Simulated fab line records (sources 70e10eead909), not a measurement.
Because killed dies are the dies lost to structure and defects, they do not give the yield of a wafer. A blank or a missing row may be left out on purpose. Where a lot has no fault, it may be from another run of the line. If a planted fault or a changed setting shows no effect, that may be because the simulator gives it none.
Matching of chambers | flow nand harc | 4 sister chambers for NHARC_A_CONTACT_ALD_18 on ald metal-03
The step deposits TiN, target thk 3 nm, pulse time 1 s, ald cycles 150. 18 wafers are shown with their chamber, then 9 later ones without.

== WAFERS PAIRED WITH THEIR CHAMBERS ==
wafer  | chamber | heater power w (W) | precursor pulse height rel | susceptor temp C (C)
L075.1 | 1       | 1072               | 0.982                      | 450.46
L075.3 | 2       | 1123               | 0.981                      | 449.84
L075.4 | 3       | 1034               | 0.968                      | 449.91
L076.3 | 2       | 1146               | 1.011                      | 449.67
L076.5 | 3       | 1033               | 1.003                      | 449.81
L076.6 | 0       | 1043               | 1.009                      | 449.95
L078.1 | 3       | 1029               | 0.998                      | 450.21
L078.4 | 0       | 1078               | 0.998                      | 449.95
L078.5 | 1       | 1076               | 1.014                      | 449.85
L079.2 | 3       | 1028               | 1.036                      | 450.13
L079.3 | 1       | 1065               | 1.045                      | 450.28
L079.4 | 0       | 1060               | 0.989                      | 449.74
L079.1 | 2       | 1153               | 0.963                      | 449.89
L079.5 | 2       | 1129               | 0.996                      | 449.81
L079.6 | 1       | 1064               | 1.011                      | 449.92
L083.1 | 2       | 1121               | 0.980                      | 450.36
L083.2 | 1       | 1071               | 1.018                      | 449.95
L083.4 | 3       | 1025               | 1.000                      | 449.93

SIGNATURES (averages over the wafers above)
reading                    | chamber 0 | chamber 1 | chamber 2 | chamber 3 | scatter within a chamber
heater power w             | 1060.33   | 1069.60   | 1134.40   | 1029.80   | 10.6
precursor pulse height rel | 0.99867   | 1.01400   | 0.98620   | 1.00100   | 0.0204
susceptor temp C           | 449.8800  | 450.0920  | 449.9140  | 449.9980  | 0.223
Rule: for a wafer and a chamber, the distance is found by dividing, reading by reading, the gap between the wafer's reading and the chamber's mean by the reading's scatter, squaring, summing and taking the root. The wafer belongs to the nearest chamber; if the next one is less than 2 further off, it can't be placed. How the scatter is found: for the shown wafers, subtract from each reading the mean of its chamber, square and add these, divide the total by (wafers less chambers), then take the root.

== WAFERS WITH NO CHAMBER GIVEN ==
wafer  | heater power w (W) | precursor pulse height rel | susceptor temp C (C)
L089.2 | 1038               | 0.970                      | 449.73
L089.3 | 1165               | 1.010                      | 450.33
L089.4 | 1036               | 0.975                      | 450.28
L093.3 | 1142               | 1.028                      | 449.90
L093.4 | 1062               | 1.013                      | 450.15
L093.5 | 1166               | 1.021                      | 450.19
L097.1 | 1124               | 1.028                      | 449.55
L097.3 | 998                | 1.009                      | 450.53
L097.4 | 1027               | 0.992                      | 449.72

== CHAMBER TAKEN BY EACH ==
wafer  | from the rows above          | in truth
L089.2 | can't be placed: 3 or 0 or 1 | 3
L089.3 | 2                            | 2
L089.4 | can't be placed: 3 or 0 or 1 | 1
L093.3 | 2                            | 2
L093.4 | can't be placed: 1 or 0      | 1
L093.5 | 2                            | 2
L097.1 | 2                            | 2
L097.3 | 3                            | 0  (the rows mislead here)
L097.4 | can't be placed: 3 or 0      | 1
Correct placement for 4 of the 9. Not placeable from these rows: 4 (in 3, the candidates include the true chamber). Placed wrongly: 1.
